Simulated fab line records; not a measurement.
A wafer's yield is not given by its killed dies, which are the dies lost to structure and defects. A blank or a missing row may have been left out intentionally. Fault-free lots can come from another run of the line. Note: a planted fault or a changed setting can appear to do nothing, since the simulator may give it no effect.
Split-lot study | flow n5Finfet | 21 wafers read across 7 lots, on a route 1938 steps long

ABOUT THE SPLIT
At N5_BEOL_M10_COAT_22 (resist thk 90 nm), the setting spinRpm was moved away from the recipe's 1500 rpm on 7 of the 21 wafers read, by -10.3% to +11.2%. For the rest of the wafers, this setting stayed at what the recipe calls for.

The reading is taken at the split's own step.

THE READING
CAR-ArF_of_BEOL_M10_COAT_22.thkNm (the simulator's own value, which no gauge read), in nm, at N5_BEOL_M10_COAT_22 (resist thk 90 nm). No usual value for it is given in the file. Here, 14 wafers ran the recipe; their average is 90.1 nm with a standard deviation of 0.23 nm.

wafer  | tool, chamber at the split | spinRpm as run, rpm | against the recipe | CAR-ArF_of_BEOL_M10_COAT_22.thkNm, nm | against lot-mates on the recipe
L074.1 | lithoTrack-04, 0           | 1500                | recipe             | 90                                    | -
L074.2 | lithoTrack-04, 0           | 1500                | recipe             | 89.8                                  | -
L074.3 | lithoTrack-04, 0           | 1500                | recipe             | 89.8                                  | -
L078.1 | lithoTrack-01, 0           | 1656                | +10.4%             | 86                                    | -4.2
L078.3 | lithoTrack-01, 0           | 1500                | recipe             | 90                                    | -
L078.5 | lithoTrack-01, 0           | 1500                | recipe             | 90.4                                  | -
L077.3 | lithoTrack-04, 0           | 1639                | +9.3%              | 86.6                                  | -3.8
L077.4 | lithoTrack-04, 0           | 1639                | +9.3%              | 86.4                                  | -4.0
L077.5 | lithoTrack-04, 0           | 1500                | recipe             | 90.4                                  | -
L080.1 | lithoTrack-01, 0           | 1410                | -6.0%              | 93                                    | +3.0
L080.2 | lithoTrack-01, 0           | 1500                | recipe             | 89.8                                  | -
L080.3 | lithoTrack-01, 0           | 1500                | recipe             | 90.2                                  | -
L084.4 | lithoTrack-01, 0           | 1346                | -10.3%             | 95.2                                  | +5.0
L084.5 | lithoTrack-01, 0           | 1346                | -10.3%             | 94.8                                  | +4.6
L084.6 | lithoTrack-01, 0           | 1500                | recipe             | 90.2                                  | -
L088.1 | lithoTrack-04, 0           | 1668                | +11.2%             | 85.4                                  | -4.7
L088.2 | lithoTrack-04, 0           | 1500                | recipe             | 90                                    | -
L088.5 | lithoTrack-04, 0           | 1500                | recipe             | 90.2                                  | -
L096.2 | lithoTrack-05, 0           | 1500                | recipe             | 90.6                                  | -
L096.3 | lithoTrack-05, 0           | 1500                | recipe             | 90.2                                  | -
L096.6 | lithoTrack-05, 0           | 1500                | recipe             | 90.2                                  | -

THE FIT
A straight line over all 21 wafers: CAR-ArF_of_BEOL_M10_COAT_22.thkNm changes by -0.432 nm for each +1% of spinRpm; r = -0.99; the points scatter about the line by 0.28 nm.
The same after taking each lot's own level away (the mean of its wafers on the recipe; 21 wafers): -0.439 nm for each +1%; r = -1.00; scatter 0.2 nm.
The reading moves by 4.9 nm for the largest change in spinRpm, on that fit.
The span of the lots' own levels, 89.87 to 90.40 nm, comes to 2.3 times the standard deviation stated above.
The two slopes are in agreement: the lot-to-lot level therefore moves the slope only a little.
Check: with one of the wafers moved furthest among these (+11.2%) left out of the fit, the line predicts -4.87 nm for it against its lot-mates. Against them it came out at -4.7 nm.

ADDITIONAL SPLITS CARRIED BY THESE WAFERS
Other splits were also applied to these wafers ahead of the reading. Each is held against what the fit with the lots' levels taken away leaves over:
other split on the same wafers    | wafers away from the commonest value | r with CAR-ArF_of_BEOL_M10_COAT_22.thkNm (lot level and that fit taken away)
N5_BEOL_M7_TRENCH_ETCH_37 sourceW | 8                                    | -0.01
N5_BEOL_M8_DESCUM_16 timeS        | 8                                    | -0.27
N5_BEOL_M8_ETCH_62 timeS          | 11                                   | +0.06
N5_BEOL_M9_EXPOSE_25 doseMj       | 7                                    | +0.06

THE FILE'S OWN FIT
CAR-ArF_of_BEOL_M10_COAT_22.thkNm changes by -0.433 nm for each +1% of spinRpm, r = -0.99.
